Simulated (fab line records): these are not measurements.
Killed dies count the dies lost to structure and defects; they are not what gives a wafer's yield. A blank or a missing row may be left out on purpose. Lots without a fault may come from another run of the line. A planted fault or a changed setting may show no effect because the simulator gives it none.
Matching of chambers / flow n5 finfet / 4 sister chambers for N5_STI_FIN_REVEAL_ETCH_34 on rie si-01
The step etches Si in H2, material Si, target depth 0.97 nm. 8 wafers are shown with their chamber, then 11 later ones without.

WAFERS PAIRED WITH THEIR CHAMBERS
wafer=L078.4; chamber=1; throttle valve pct (%)=26.12; drypump motor current A (A)=5.72
wafer=L081.3; chamber=0; throttle valve pct (%)=25.98; drypump motor current A (A)=5.61
wafer=L082.1; chamber=0; throttle valve pct (%)=25.96; drypump motor current A (A)=5.63
wafer=L082.2; chamber=2; throttle valve pct (%)=25.68; drypump motor current A (A)=5.92
wafer=L083.1; chamber=2; throttle valve pct (%)=25.66; drypump motor current A (A)=5.91
wafer=L083.2; chamber=3; throttle valve pct (%)=25.91; drypump motor current A (A)=5.62
wafer=L083.4; chamber=3; throttle valve pct (%)=25.91; drypump motor current A (A)=5.61
wafer=L084.1; chamber=1; throttle valve pct (%)=26.10; drypump motor current A (A)=5.74

WAFERS MISSING THEIR CHAMBER
wafer=L084.2; throttle valve pct (%)=25.97; drypump motor current A (A)=5.64
wafer=L084.6; throttle valve pct (%)=26.11; drypump motor current A (A)=5.75
wafer=L089.2; throttle valve pct (%)=25.68; drypump motor current A (A)=5.93
wafer=L089.3; throttle valve pct (%)=25.92; drypump motor current A (A)=5.59
wafer=L089.4; throttle valve pct (%)=26.12; drypump motor current A (A)=5.75
wafer=L090.1; throttle valve pct (%)=26.12; drypump motor current A (A)=5.70
wafer=L090.4; throttle valve pct (%)=25.92; drypump motor current A (A)=5.60
wafer=L090.5; throttle valve pct (%)=25.69; drypump motor current A (A)=5.92
wafer=L094.1; throttle valve pct (%)=25.91; drypump motor current A (A)=5.60
wafer=L094.2; throttle valve pct (%)=25.98; drypump motor current A (A)=5.63
wafer=L094.5; throttle valve pct (%)=26.12; drypump motor current A (A)=5.69

EACH ONE'S CHAMBER
wafer=L084.2; from the rows above=0; in truth=0
wafer=L084.6; from the rows above=1; in truth=1
wafer=L089.2; from the rows above=2; in truth=2
wafer=L089.3; from the rows above=3; in truth=3
wafer=L089.4; from the rows above=1; in truth=1
wafer=L090.1; from the rows above=1; in truth=1
wafer=L090.4; from the rows above=3; in truth=3
wafer=L090.5; from the rows above=2; in truth=2
wafer=L094.1; from the rows above=3; in truth=3
wafer=L094.2; from the rows above=0; in truth=0
wafer=L094.5; from the rows above=1; in truth=1
Correctly placed: 11 of 11. Not placeable from these rows: 0. Placed wrongly: 0.
How it was worked out, from the rows above alone: a wafer's distance from a chamber is the root of the sum, over the readings, of the square of ((its reading less the chamber's mean) divided by the reading's scatter). If the next closest chamber is less than 2 further off than the closest, the wafer can't be placed; otherwise it belongs to the closest. The mean given for a chamber averages the wafers shown for that chamber. The scatter is the square root of a quotient: the sum, over the shown wafers, of each reading's squared deviation from its chamber's mean, divided by wafers minus chambers.
